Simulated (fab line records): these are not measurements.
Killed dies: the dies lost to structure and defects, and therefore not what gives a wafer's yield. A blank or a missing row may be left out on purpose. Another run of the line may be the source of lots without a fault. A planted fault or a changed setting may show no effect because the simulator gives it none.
Struck lot and sound lot, side by side    flow n5_finfet    22 steps out of a route of 1938
Sound: wafers L765.1, L765.2, L765.6. Struck: wafer L775.3 (left out: L775.4, a lot-mate that was not struck); the cause follows at the end.
Order at every step that has rows: each side's tool, ch and its chambers, its first start. Under that, the readings that differ: sound wafers    struck wafers    difference of the means    sigmas: that difference in standard deviations of wafers without a fault.
alike: readings with means less than 2 such deviations apart, plus words and numbers identical on both sides. not compared: withheld readings, readings lacking a value on some wafer, bounds such as >300 that could conceal the same value, and numbers that have no deviation in the record and whose values overlap.
Wherever a step has rows on one side only, a row that says differs or no value, or a row with sigmas, the two part there. Numbers that have no deviation but don't overlap get no sigmas and don't part them. A reading that every wafer of one side lacks parts them only if that side has two wafers or more.

first, 9 steps without rows for these wafers: N5_GATE_CUT_COAT_07 (resist thk 30 nm); N5_GATE_CUT_EBR_09; N5_GATE_CUT_SOFTBAKE_08 (time 60 s); N5_GATE_CUT_EXPOSE_10 (exposes mask GATE CUT, target cd 20 nm); N5_GATE_CUT_PEB_11 (peb time 60 s); N5_GATE_CUT_DEVELOP_12 (develop time 30 s); N5_GATE_CUT_DESCUM_18 (chemistry O2, time 7 s); N5_GATE_CUT_ETCH_28 (etches underlayer in N2/H2, target depth 13 nm, time 10.4 s); N5_GATE_CUT_ETCH_36 (etches SiARC in CF4, target depth 13 nm, time 21.7 s).
N5_GATE_CUT_ETCH_37: etches SOC in N2/H2, target depth 60 nm, overetch 12 nm, time 90 s.
  sound on rie_diel-03 ch 0,2, day 6 03:44; struck on rie_diel-03 ch 3, day 9 00:08
reading                                      sound           struck  difference  sigmas
model.SiARC_of_GATE_CUT_COAT_35.thk_nm (nm)  6 5.8 6         4.2     -1.7        
model.GATE_CUT.cd_nm (nm)                    20.2 19.4 20.2  21      +1          
  alike: drypump_motor_current_A, h2_flow_sccm, oes_product_au, rf_vpp_V, showerhead_plenum_p_Torr, throttle_valve_pct
  not compared: rf_hours_counter_h
then, 9 steps without rows for these wafers: N5_GATE_CUT_STRIP_38 (strips in N2/H2); N5_GATE_CUT_STRIP_39 (strips in N2/H2); N5_GATE_CUT_HM_OPEN_40 (chemistry C4F6/O2, target SiO2, target depth 139 nm, time 85.1 s); N5_GATE_CUT_STRIP_41 (strips in CF4); N5_GATE_CUT_STRIP_42 (strips in O2); N5_GATE_CUT_ETCH_19 (etches SiNx in CH3F/O2, target depth 53.7 nm, time 76.7 s); N5_GATE_CUT_CUT_ETCH_53 (etches W in SF6/Cl2, target depth 79.2 nm); N5_GATE_CUT_CUT_ETCH_54 (etches TiN in Cl2/BCl3, target depth 96.7 nm); N5_GATE_CUT_CUT_ETCH_55 (etches HfO2 in BCl3, target depth 3.2 nm).
N5_GATE_CUT_ETCH_47: etches SiO2 in Cl2/BCl3, target depth 10 nm.
  sound on rie_metal-01 ch 0,1, day 6 04:12; struck on rie_metal-01 ch 1, day 9 00:37
reading                    sound         struck  difference  sigmas
model.GATE_CUT.cd_nm (nm)  20.4 20 20.4  21      +1          
  alike: drypump_motor_current_A, mfc_ar_sccm, oes_product_au, throttle_valve_pct
  not compared: rf_hours_counter_h
then, 1 step without rows for these wafers: N5_GATE_CUT_VAPOR_ETCH_48 (etches TiN in BCl3/Cl2).
-- here the record skips 3 days between the struck wafers' starts before and after, leaving off in module GATE_CUT and picking up in module BEOL_M4 (first step shown: number 1111 of the route) --
N5_BEOL_M4_RC_MEAS_101:
  sound on prober-01 ch 0, day 9 18:14; struck on prober-02 ch 0, day 12 05:31
reading        sound           struck  difference  sigmas
ION_P (uA/um)  470 479 479     450     -26         -3
VT_P (mV)      -244 -244 -243  -253    -9          -3
  alike: DIBL_N, DIBL_P, IOFF_N, IOFF_P, ION_N, SS_N, SS_P, VT_N

## WHERE THEY PART
N5_BEOL_M4_RC_MEAS_101 only, going by this record.

WHY: what the simulator had put in
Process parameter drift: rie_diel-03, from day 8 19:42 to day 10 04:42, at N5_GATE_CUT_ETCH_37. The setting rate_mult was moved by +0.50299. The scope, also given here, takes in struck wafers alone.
